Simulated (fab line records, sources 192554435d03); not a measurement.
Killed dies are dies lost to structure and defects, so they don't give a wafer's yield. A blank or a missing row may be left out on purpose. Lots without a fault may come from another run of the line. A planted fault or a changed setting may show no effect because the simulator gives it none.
Split-lot experiment | flow n5_finfet | 7 lots, 39 wafers read, on a route of 1938 steps

THE SPLIT
At N5_DUMMY_GATE_EXPOSE_12 (exposes mask GATE, target cd 25 nm), the setting dose_mj was moved away from the recipe's 34 on 18 of the 39 wafers read, by -3.3% to +6.7%. The other wafers ran this setting at the recipe's value.

FROM THE SPLIT TO THE READING: what the file shows between them, 2 steps
- N5_DUMMY_GATE_PEB_13: peb time 60 s
- N5_DUMMY_GATE_DEVELOP_14: develop time 30 s

THE READING
cd_nm, in nm, at N5_DUMMY_GATE_CD_MEAS_15 (target cd 25.8 nm). Fault-free wafers of this fab line usually give 25.03 nm, standard deviation 0.23 nm.

wafer  | tool, chamber at the split | dose_mj as run | against the recipe | cd_nm, nm | against lot-mates on the recipe
L076.1 | euv_scanner-01, 0          | 33.21          | -2.3%              | 25.18     | +0.32
L076.2 | euv_scanner-01, 0          | 34             | recipe             | 25.21     | -
L076.3 | euv_scanner-01, 0          | 33.21          | -2.3%              | 25.74     | +0.88
L076.4 | euv_scanner-01, 0          | 34             | recipe             | 24.62     | -
L076.5 | euv_scanner-01, 0          | 33.21          | -2.3%              | 25.46     | +0.60
L076.6 | euv_scanner-01, 0          | 34             | recipe             | 24.76     | -
L078.1 | euv_scanner-01, 0          | 34             | recipe             | 25.25     | -
L078.2 | euv_scanner-01, 0          | 36.28          | +6.7%              | 23.80     | -1.45
L078.3 | euv_scanner-01, 0          | 36.28          | +6.7%              | 23.68     | -1.57
L078.4 | euv_scanner-01, 0          | 36.28          | +6.7%              | 23.94     | -1.31
L078.5 | euv_scanner-01, 0          | 34             | recipe             | 25.32     | -
L078.6 | euv_scanner-01, 0          | 34             | recipe             | 25.17     | -
L081.1 | euv_scanner-02, 0          | 36.04          | +6.0%              | 23.86     | -1.16
L081.2 | euv_scanner-02, 0          | 36.04          | +6.0%              | 24.02     | -1.00
L081.3 | euv_scanner-02, 0          | 34             | recipe             | 24.96     | -
L081.4 | euv_scanner-02, 0          | 36.04          | +6.0%              | 23.88     | -1.14
L081.5 | euv_scanner-02, 0          | 34             | recipe             | 25.12     | -
L081.6 | euv_scanner-02, 0          | 34             | recipe             | 24.98     | -
L090.2 | euv_scanner-02, 0          | 34             | recipe             | 25.08     | -
L090.4 | euv_scanner-02, 0          | 34             | recipe             | 25.00     | -
L090.6 | euv_scanner-02, 0          | 34             | recipe             | 25.04     | -
L091.1 | euv_scanner-01, 0          | 32.87          | -3.3%              | 26.19     | +0.93
L091.2 | euv_scanner-01, 0          | 34             | recipe             | 25.15     | -
L091.3 | euv_scanner-01, 0          | 32.87          | -3.3%              | 25.66     | +0.40
L091.4 | euv_scanner-01, 0          | 34             | recipe             | 25.31     | -
L091.5 | euv_scanner-01, 0          | 32.87          | -3.3%              | 25.89     | +0.63
L091.6 | euv_scanner-01, 0          | 34             | recipe             | 25.33     | -
L096.1 | euv_scanner-01, 0          | 34             | recipe             | 25.09     | -
L096.2 | euv_scanner-01, 0          | 32.87          | -3.3%              | 25.96     | +1.06
L096.3 | euv_scanner-01, 0          | 34             | recipe             | 24.82     | -
L096.4 | euv_scanner-01, 0          | 34             | recipe             | 24.79     | -
L096.5 | euv_scanner-01, 0          | 32.87          | -3.3%              | 25.76     | +0.86
L096.6 | euv_scanner-01, 0          | 32.87          | -3.3%              | 25.81     | +0.91
L097.1 | euv_scanner-01, 0          | 35.24          | +3.6%              | 24.28     | -0.50
L097.2 | euv_scanner-01, 0          | 34             | recipe             | 24.85     | -
L097.3 | euv_scanner-01, 0          | 34             | recipe             | 24.46     | -
L097.4 | euv_scanner-01, 0          | 34             | recipe             | 25.03     | -
L097.5 | euv_scanner-01, 0          | 35.24          | +3.6%              | 24.82     | +0.04
L097.6 | euv_scanner-01, 0          | 35.24          | +3.6%              | 24.04     | -0.74

THE FIT
A straight line over all 39 wafers: cd_nm changes by -0.198 nm for each +1% of dose_mj; r = -0.93; the points scatter about the line by 0.23 nm.
The same after taking each lot's own level away (the mean of its wafers on the recipe; 39 wafers): -0.204 nm for each +1%; r = -0.95; scatter 0.21 nm.
On that fit, the largest move of dose_mj shifts the reading by 1.4 nm.
The lots' own levels span 24.780 to 25.263 nm, that is 2.1 times the standard deviation above.
So the lot-to-lot level changes the slope little: the two slopes agree.
Check: with one of the wafers moved furthest among these (+6.7%) left out of the fit, the line predicts -1.29 nm for it against its lot-mates. It came out at -1.45 nm against them.

OTHER SPLITS ON THESE WAFERS
These wafers also went through other splits before the reading. Each is held against what the fit with the lots' levels taken away leaves over:
other split on the same wafers       | wafers away from the commonest value | r with cd_nm (lot level and that fit taken away)
N5_DUMMY_GATE_HM_DEP_06 target_thk_a | 24                                   | +0.04

THE WHOLE CHAIN: every reading that the file lists as answering this split, in the file's order
step                     | what it does                                                   | reading                                                           | change (the file's fit)               | r (the file's)
N5_DUMMY_GATE_CD_MEAS_15 | target cd 25.8 nm                                              | cd_nm                                                             | -0.2 nm for each +1% of the setting   | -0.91
N5_DUMMY_GATE_TRIM_49    | chemistry O2, time 29 s, target cd 14 nm                       | DUMMY_GATE.cd_nm (the simulator's own value, which no gauge read) | -0.224 nm for each +1% of the setting | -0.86
N5_DUMMY_GATE_ETCH_44    | etches poly-Si in HBr/O2, stops on SiO2, target depth 127.5 nm | DUMMY_GATE.cd_nm (the simulator's own value, which no gauge read) | -0.245 nm for each +1% of the setting | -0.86

THE FILE'S OWN FIT
cd_nm changes by -0.2 nm for each +1% of dose_mj, r = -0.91.
